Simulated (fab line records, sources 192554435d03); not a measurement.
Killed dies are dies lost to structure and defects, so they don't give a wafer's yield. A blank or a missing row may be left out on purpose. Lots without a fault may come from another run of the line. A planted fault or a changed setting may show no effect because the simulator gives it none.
fab line records | flow n5_finfet
record lots=11 wafers=33 last_day=16
route steps=1938 shown BEOL_M2@887 PASSIVATION@1911
lots that met no fault: from a run of the same line without faults
start_h: hours from the record's first day to the start of the lot's first wafer shown | wait_h: hours since the lot's step before | " the same as in the row above | L1.1+2: a row that stands for several wafers | - no value, or no start given | * or withheld: withheld | < > ~ a bound
route shown NAME@n: a module of which the file shows steps, and the number in the route of the first | usual: mean/standard deviation of fault-free wafers | same: alike in all rows | chamber/n: place in a boat | sites: the reading at each site | _std_site: their standard deviation | _edge_site: outer sites' mean less inner sites' | radius_mm: how far each site lies from the wafer's centre | mask NAME#n: copy n | behind: the tool/chamber that last shaped the wafer | hold: why the lot was held/for how many hours/how that ended | device: the transistor (n, p or np) that didn't switch | end of line: the same wafers' tests at the end of the route | a step without rows: its recipe alone | killed: dies lost to structure and defects at the first sort, not the wafer's yield | map: a wafer's dies, x killed, . not, _ none there
set.NAME: the setting as run; set.NAME@STEP: as run at that earlier step | model.NAME: the simulator's own value behind a step, which no gauge read
steps of the route over a sample of lots; a table a step, a row a wafer
services: from which hour (start_h, from the record's first day; less than 0 if before it) a tool's chamber was out of use, for how many hours, and why
## steps
# step N5_BEOL_M2_VIA_ETCH_34
# recipe chemistry=C4F6/O2 target_depth_a=694 mask_material=SOC pressure_mtorr=15 ion_energy_ev=250 taper_deg=4 time_s=65.9 source_w=350 bias_w=170 Ar_flow_sccm=300 C4F6_flow_sccm=10 O2_flow_sccm=10
# usual drypump_motor_current_A=5.7/0.47 oes_product_au=0.78/0.086 rf_vpp_V=675/19 showerhead_plenum_p_Torr=2.88/0.12 throttle_valve_pct=30.87/0.21
# same time_s=65.9
# columns lot.wafer tool chamber start_h wait_h drypump_motor_current_A oes_product_au rf_hours_counter_h rf_vpp_V showerhead_plenum_p_Torr throttle_valve_pct
L649.1 rie_diel-01 2 132.98 0.0 5.0 0.68 250 654 2.69 31.15
L649.2 " 0 " " 6.5 0.85 52 668 2.92 30.86
L649.4 " 3 " " 5.7 0.75 170 711 2.95 30.81
L652.1 rie_diel-01 0 155.85 0.0 6.5 0.84 61 668 2.91 30.90
L652.2 " 1 " " 5.8 0.71 188 657 2.72 30.75
L652.5 " 3 " " 5.7 0.75 - 713 2.94 30.80
L653.2 rie_diel-03 2 165.50 0.0 6.0 0.79 141 669 2.73 30.68
L653.3 " 0 " " 6.2 0.72 175 669 2.94 30.96
L653.5 " 0 " " 6.3 0.72 - 670 2.94 30.95
L654.1 rie_diel-01 3 165.54 0.0 5.7 0.74 182 712 2.94 30.81
L654.2 " 2 " " 5.0 0.99 5 666 3.03 30.94
L654.6 " 0 " " 6.5 0.83 - 665 2.91 30.90
L655.1 rie_diel-04 0 171.65 0.0 5.5 0.86 38 668 3.03 30.83
L655.2 " 1 " " 5.9 0.90 32 640 2.79 30.69
L655.4 " 3 " " 5.1 0.72 202 655 2.72 30.91
L658.1 rie_diel-03 0 192.77 0.0 6.3 0.71 187 669 2.93 30.94
L658.2 " 3 " " 5.6 0.68 210 699 2.93 31.29
L658.5 " 3 " " 5.6 0.68 - 699 2.93 31.28
L660.1 rie_diel-03 1 207.23 0.0 5.2 0.89 64 687 3.01 30.42
L660.3 " 0 " " 6.3 0.70 197 670 2.93 30.98
L660.5 " 1 " " 5.2 0.88 - 688 3.01 30.44
L665.4 rie_diel-01 3 234.26 0.0 5.7 0.72 214 710 2.93 30.85
L665.5 " 1 " " 5.8 0.70 - 656 2.71 30.79
L665.6 " 2 " " 5.1 0.91 - 664 3.01 30.98
L666.2 rie_diel-01 3 237.07 0.0 5.7 0.72 215 712 2.93 30.85
L666.3 " 1 " " 5.8 0.69 226 657 2.71 30.77
L666.5 " 2 " " 5.0 0.91 - 666 3.01 30.97
L669.2 rie_diel-04 1 265.42 0.0 5.8 0.88 41 640 2.78 30.71
L669.4 " 3 " " 5.0 0.71 210 653 2.72 30.90
L669.6 " 1 " " 5.8 0.89 - 639 2.78 30.70
L670.1 rie_diel-01 3 270.83 0.0 5.7 0.71 229 710 2.92 30.88
L670.3 " 1 " " 5.7 0.68 240 658 2.70 30.81
L670.5 " 3 " " 5.7 0.71 - 712 2.92 30.86
# step N5_PASSIVATION_STRIP_34
# recipe chemistry=O2 power_w=600 temp_c=60 pressure_mtorr=30 rf_frequency_hz=6e+07 bias_power_w=0 overash_fraction=2 o2_flow_sccm=225
# usual drypump_motor_current_A=5.6/0.46 o2_flow_sccm=225.1/0.66 oes_product_au=0.79/0.085 rf_vpp_V=3.7/1.5 showerhead_plenum_p_Torr=2.11/0.084 throttle_valve_pct=16.64/0.16
# columns lot.wafer tool chamber start_h wait_h drypump_motor_current_A o2_flow_sccm oes_product_au rf_hours_counter_h rf_vpp_V showerhead_plenum_p_Torr throttle_valve_pct
L649.1 rie_diel-01 0 249.83 0.1 6.5 226.1 0.80 104 2.3 2.15 16.67
L649.2 " 1 " " 5.8 225.9 0.68 232 4.5 2.00 16.77
L649.4 " 3 " " 5.7 224.3 0.70 221 1.6 2.12 16.54
L652.1 rie_diel-03 1 280.62 0.1 5.2 225.6 0.81 97 3.5 2.20 16.43
L652.2 " 0 " " 6.2 224.4 0.67 231 1.6 2.16 17.04
L652.5 " 2 " " 6.0 224.9 0.73 - 2.5 1.98 16.68
L653.2 rie_diel-04 1 291.32 0.1 5.9 225.4 0.88 50 3.9 2.04 16.55
L653.3 " 0 " " 5.5 224.1 0.85 57 5.3 2.22 16.64
L653.5 " 1 " " 5.8 225.7 0.87 - 3.4 2.04 16.53
L654.1 rie_diel-01 3 294.48 0.1 5.7 225.4 0.70 237 2.3 2.12 16.64
L654.2 " 2 " " 5.1 224.6 0.85 61 4.3 2.21 16.70
L654.6 " 1 " " 5.8 224.7 0.68 - 2.3 1.99 16.83
L655.1 rie_diel-03 3 302.07 0.2 5.6 225.5 1.00 1 1.9 2.11 16.52
L655.2 " 0 " " 6.3 225.1 0.69 241 1.7 2.16 17.18
L655.4 " 2 " " 6.0 225.1 0.70 208 2.3 1.98 16.72
L658.1 rie_diel-01 0 306.82 0.3 6.5 224.4 0.78 125 0.8 2.14 16.71
L658.2 " 3 " " 5.7 224.5 0.70 242 6.0 2.12 16.58
L658.5 " 3 " " 5.7 224.3 0.66 - 2.9 2.12 16.62
L660.1 rie_diel-01 3 324.24 0.2 5.6 225.1 0.69 249 6.0 2.12 16.64
L660.3 " 1 " " 5.8 224.5 0.98 1 4.4 2.25 16.29
L660.5 " 3 " " 5.7 224.8 0.70 - 2.5 2.12 16.65
L665.4 rie_diel-04 2 364.16 0.2 5.1 225.5 0.77 104 4.4 2.16 16.36
L665.5 " 2 " " 5.1 225.4 0.79 - 4.5 2.16 16.33
L665.6 " 1 " " 5.8 225.2 0.83 - 4.2 2.04 16.63
L666.2 rie_diel-04 0 367.76 0.1 5.5 224.3 0.81 83 3.9 2.21 16.68
L666.3 " 2 " " 5.1 226.5 0.76 106 3.4 2.16 16.29
L666.5 " 2 " " 5.1 225.9 0.79 - 2.1 2.16 16.30
L669.2 rie_diel-04 3 387.55 0.1 5.0 225.8 0.67 249 3.5 1.98 16.84
L669.4 " 0 " " 5.6 225.5 0.78 90 2.2 2.21 16.71
L669.6 " 3 " " 5.0 225.9 0.68 - 4.9 1.98 16.87
L670.1 rie_diel-04 3 389.35 0.1 5.1 225.1 0.69 249 1.5 1.98 16.87
L670.3 " 1 " " 5.8 225.5 0.81 85 6.2 2.03 16.62
L670.5 " 2 " " 5.1 225.8 0.76 - 4.6 2.16 16.36
# step N5_PASSIVATION_PASS_ETCH_47
# recipe chemistry=CF4/O2 target=SiNx target_depth_a=7700 time_s=385 ion_energy_ev=100 pressure_mtorr=40 source_w=535 bias_w=49 Ar_flow_sccm=100 cf4_flow_sccm=100 O2_flow_sccm=10
# usual drypump_motor_current_A=5.7/0.47 oes_product_au=0.81/0.084 rf_vpp_V=244/7 showerhead_plenum_p_Torr=2.26/0.086 throttle_valve_pct=15.85/0.22
# same time_s=385
# columns lot.wafer tool chamber start_h wait_h drypump_motor_current_A oes_product_au rf_hours_counter_h rf_vpp_V showerhead_plenum_p_Torr throttle_valve_pct
L649.1 rie_diel-03 3 251.74 0.0 5.6 0.66 239 253 2.28 16.50
L649.2 " 2 " " 6.0 0.74 187 241 2.10 15.92
L649.4 " 0 " " 6.3 0.69 219 243 2.27 16.24
L652.1 rie_diel-01 2 281.91 0.0 5.0 0.87 56 241 2.34 15.99
L652.2 " 1 " " 5.7 0.69 243 238 2.09 15.97
L652.5 " 3 " " 5.7 0.71 - 257 2.26 15.98
L653.2 rie_diel-03 2 292.64 0.0 6.1 0.73 202 241 2.10 15.93
L653.3 " 0 " " 6.3 0.68 235 242 2.26 16.29
L653.5 " 1 " " 5.2 0.82 - 249 2.33 15.80
L654.1 rie_diel-03 2 295.81 0.0 6.0 0.73 203 243 2.10 15.94
L654.2 " 0 " " 6.3 0.68 237 242 2.26 16.28
L654.6 " 2 " " 6.0 0.73 - 242 2.10 15.94
L655.1 rie_diel-01 2 303.34 0.0 5.1 0.87 63 241 2.34 16.01
L655.2 " 0 " " 6.5 0.76 124 240 2.23 15.78
L655.4 " 2 " " 5.0 0.86 - 242 2.34 16.00
L658.1 rie_diel-03 1 308.02 0.0 5.2 0.82 110 249 2.33 15.80
L658.2 " 3 " " 5.6 0.97 4 254 2.27 16.02
L658.5 " 2 " " 6.0 0.73 - 241 2.10 15.95
L660.1 rie_diel-01 1 325.44 0.0 5.8 0.98 1 242 2.35 15.44
L660.3 " 3 " " 5.7 0.69 249 257 2.25 16.03
L660.5 " 0 " " 6.5 0.76 - 241 2.23 15.78
L665.4 rie_diel-01 0 365.36 0.0 6.5 0.75 148 242 2.22 15.81
L665.5 " 3 " " 5.7 0.94 - 258 2.25 15.53
L665.6 " 0 " " 6.5 0.74 - 241 2.22 15.80
L666.2 rie_diel-01 0 368.93 0.0 6.5 0.74 150 240 2.22 15.81
L666.3 " 2 " " 5.1 0.83 89 240 2.33 16.05
L666.5 " 2 " " 5.0 0.83 - 241 2.33 16.05
L669.2 rie_diel-01 1 388.98 0.0 5.7 0.88 28 241 2.34 15.49
L669.4 " 3 " " 5.7 0.93 11 258 2.25 15.52
L669.6 " 2 " " 5.1 0.82 - 241 2.33 16.07
L670.1 rie_diel-03 3 391.60 0.0 5.6 0.88 37 254 2.26 16.09
L670.3 " 0 " " 6.2 0.91 15 241 2.25 15.85
L670.5 " 3 " " 5.6 0.88 - 253 2.26 16.08
# step N5_PASSIVATION_PROBE_49
# usual defect_limited_yield=91.4/1.6 killed_at_M0_to_M3=31/11 killed_at_M4_up=14/5.7 killed_at_contacts=12/6 killed_at_front_end=41/13 killed_at_other=3.3/2.8 killed_dies=101/19 killed_open=67/14 killed_short=33/8.2 sort_bin_4_leakage=0.0/0.37 sort_bin_5_function=5.0/1.1 sort_bin_6_memory=3.3/0.74 sort_n_pass=1078/20 sort_yield_pct=91.3/1.7
# same gross_dies=1180 killed_at_back_side=0 sort_bin_8_speed[%]=0
# columns lot.wafer tool chamber start_h wait_h defect_limited_yield[%] killed_at_M0_to_M3 killed_at_M4_up killed_at_contacts killed_at_front_end killed_at_other killed_dies killed_open killed_short sort_bin_4_leakage[%] sort_bin_5_function[%] sort_bin_6_memory[%] sort_n_pass sort_yield_pct[%]
L658.1 prober-01 - 311.04 0.0 81.4 166 12 6 31 5 220 47 17 0 12.5 3.7 960 81.4
L658.2 prober-01 - 311.09 0.1 85.6 115 15 14 24 2 170 52 20 0 8.7 2.9 1010 85.6
L658.5 prober-01 - 311.24 0.2 86.3 113 16 7 23 3 162 43 24 0 8.4 3.0 1018 86.3
L660.1 prober-02 - 328.45 0.0 81.4 164 18 12 19 7 220 57 25 0 11.3 4.2 960 81.4
L660.3 prober-02 - 328.55 0.1 78.7 188 19 10 33 1 251 91 24 0 13.1 5.0 929 78.7
L660.5 prober-02 - 328.65 0.2 78.7 188 10 23 19 11 251 69 38 0 12.5 4.6 929 78.7
L665.4 prober-02 - 368.53 0.2 94.7 20 5 9 27 2 63 39 22 0 3.1 1.9 1117 94.7
L665.5 prober-02 - 368.58 0.2 90.8 35 19 31 23 1 109 71 36 0 5.6 3.4 1071 90.8
L665.6 prober-02 - 368.63 0.3 89.2 48 35 15 29 0 127 89 38 0 7.0 3.5 1053 89.2
L670.1 prober-01 - 394.62 0.0 90.3 24 20 13 53 5 115 76 38 0 6.4 3.4 1065 90.3
L670.3 prober-01 - 394.72 0.1 90.2 24 30 19 39 4 116 76 36 0.1 5.8 3.5 1063 90.1
L670.5 prober-01 - 394.82 0.2 93.3 17 6 18 38 0 79 61 17 0 3.8 2.6 1101 93.3
# killed by level:class
L658.1 BEOL_M2:unspecified=149 STI_FIN_REVEAL:geometric_particle:open=6 MOL_CONTACT_COAG:geometric_particle:open=6 FIN_SAQP:geometric_particle:open=5 FIN_SAQP:geometric_particle:short=5 BEOL_M4:geometric_particle:open=5 BEOL_M0:geometric_particle:open=4 BEOL_M2:geometric_particle:open=4
L658.2 BEOL_M2:unspecified=98 MOL_CONTACT_COAG:geometric_particle:open=10 FIN_SAQP:geometric_particle:open=8 STI_FIN_REVEAL:geometric_particle:open=7 BEOL_M4:geometric_particle:open=7 BEOL_M0_SAQP:geometric_particle:short=5 BEOL_M0_SAQP:geometric_particle:open=5 MOL_CONTACT_COAG:geometric_particle:short=4
L658.5 BEOL_M2:unspecified=91 BEOL_M3:geometric_particle:open=7 BEOL_M1:geometric_particle:open=6 MOL_CONTACT_COAG:geometric_particle:open=5 STI_FIN_REVEAL:geometric_particle:open=4 DUMMY_GATE:geometric_particle:open=4 BEOL_M4:geometric_particle:short=4 FIN_SAQP:geometric_particle:open=3
L660.1 BEOL_M2:unspecified=136 BEOL_M4:geometric_particle:open=10 BEOL_M2:geometric_particle:open=9 MOL_CONTACT_COAG:geometric_particle:open=8 BEOL_M0_SAQP:geometric_particle:short=6 BEOL_M0_SAQP:geometric_particle:open=5 STI_FIN_REVEAL:geometric_particle:open=4 MOL_CONTACT_COAG:geometric_particle:short=4
L660.3 BEOL_M2:unspecified=134 FIN_SAQP:geometric_particle:open=16 BEOL_M1:geometric_particle:open=12 MOL_CONTACT_COAG:geometric_particle:open=10 BEOL_M2:geometric_particle:open=10 BEOL_M0_SAQP:geometric_particle:open=8 BEOL_M3:geometric_particle:open=7 BEOL_M1:geometric_particle:short=5
L660.5 BEOL_M2:unspecified=142 MOL_CONTACT_COAG:geometric_particle:open=20 BEOL_M2:geometric_particle:open=16 BEOL_M1:geometric_particle:short=7 BEOL_M2:geometric_particle:short=7 BEOL_M0_SAQP:geometric_particle:open=5 BEOL_M0_SAQP:geometric_particle:short=4 STARTING-WAFER:geometric_particle:open=4
L665.4 MOL_CONTACT_COAG:geometric_particle:open=7 FIN_SAQP:geometric_particle:short=5 BEOL_M0_SAQP:geometric_particle:open=5 BEOL_M3:geometric_particle:open=5 STI_FIN_REVEAL:geometric_particle:open=4 STARTING-WAFER:geometric_particle:open=4 BEOL_M2:geometric_particle:open=3 STARTING-WAFER:geometric_particle:short=3
L665.5 MOL_CONTACT_COAG:geometric_particle:open=23 MOL_CONTACT_COAG:geometric_particle:short=8 BEOL_M0_SAQP:geometric_particle:open=8 BEOL_M4:geometric_particle:open=8 BEOL_M0_SAQP:geometric_particle:short=7 FIN_SAQP:geometric_particle:open=4 FIN_SAQP:geometric_particle:short=4 STI_FIN_REVEAL:geometric_particle:open=4
L665.6 BEOL_M4:geometric_particle:open=15 BEOL_M2:geometric_particle:open=13 MOL_CONTACT_COAG:geometric_particle:open=11 FIN_SAQP:geometric_particle:short=9 BEOL_M0_SAQP:geometric_particle:short=9 BEOL_M0_SAQP:geometric_particle:open=8 BEOL_M1:geometric_particle:open=7 BEOL_M5:geometric_particle:open=6
L670.1 STI_FIN_REVEAL:geometric_particle:open=13 FIN_SAQP:geometric_particle:open=12 MOL_CONTACT_COAG:geometric_particle:open=11 BEOL_M4:geometric_particle:open=10 FIN_SAQP:geometric_particle:short=8 BEOL_M3:geometric_particle:open=6 DUMMY_GATE:geometric_particle:open=5 BEOL_M4:geometric_particle:short=5
L670.3 MOL_CONTACT_COAG:geometric_particle:open=14 BEOL_M4:geometric_particle:open=14 BEOL_M2:geometric_particle:open=11 FIN_SAQP:geometric_particle:short=9 STARTING-WAFER:geometric_particle:short=6 DUMMY_GATE:geometric_particle:open=5 MOL_CONTACT_COAG:geometric_particle:short=5 FIN_SAQP:geometric_particle:open=4
L670.5 MOL_CONTACT_COAG:geometric_particle:open=15 STI_FIN_REVEAL:geometric_particle:open=9 FIN_SAQP:geometric_particle:open=8 FIN_SAQP:geometric_particle:short=4 STARTING-WAFER:geometric_particle:open=4 DUMMY_GATE:geometric_particle:open=3 MOL_CONTACT_COAG:geometric_particle:short=3 BEOL_M0:geometric_particle:open=3
## services
# columns tool chamber start_h hours kind
rie_diel-01 1 119.12 7.1 repair
rie_diel-01 2 133.21 - clean
rie_diel-01 2 133.21 - consumable_replace:focus_ring
rie_diel-01 2 133.21 - consumable_replace:showerhead
rie_diel-01 2 133.21 16.2 scheduled_down
rie_diel-01 2 133.21 16.2 vent_cycle
rie_diel-03 0 159.33 1.3 repair
rie_diel-04 - 180.48 69.8 repair
rie_diel-03 1 185.26 8.8 repair
rie_diel-03 3 194.43 6.1 repair
rie_diel-03 3 280.33 - clean
rie_diel-03 3 280.33 - consumable_replace:focus_ring
rie_diel-01 2 299.64 2.8 repair
rie_diel-01 1 302.48 - clean
rie_diel-01 1 302.48 - consumable_replace:focus_ring
rie_diel-01 1 302.48 - consumable_replace:showerhead
rie_diel-01 1 302.48 17.3 scheduled_down
rie_diel-01 1 302.48 17.3 vent_cycle
rie_diel-01 3 329.51 - clean
rie_diel-01 3 329.51 - consumable_replace:focus_ring
rie_diel-01 3 329.51 22.1 scheduled_down
rie_diel-01 3 329.51 22.1 vent_cycle
rie_diel-04 3 366.32 7.2 repair
rie_diel-01 3 380.66 7.1 repair
## key
first_sign step=N5_PASSIVATION_PROBE_49 reading=killed_at_M0_to_M3 direction=up sigmas=12 usual=31 struck=156
effect step=N5_PASSIVATION_PROBE_49 reading=killed_dies direction=up sigmas=5.8 usual=101 struck=212
more_kills_born_at N5_BEOL_M2_VIA_ETCH_34@rie_diel-03=750
met_at N5_BEOL_M2_VIA_ETCH_34
struck_lots L658,L660
not_acting_at N5_PASSIVATION_STRIP_34,N5_PASSIVATION_PASS_ETCH_47
onset_between 165.50 192.77
fault kind=chamber_particle_source tool=rie_diel-03 chamber=- onset_h=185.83 steps=N5_BEOL_M2_VIA_ETCH_34 rate_per_visit_cm2=1.2735 end_h=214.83
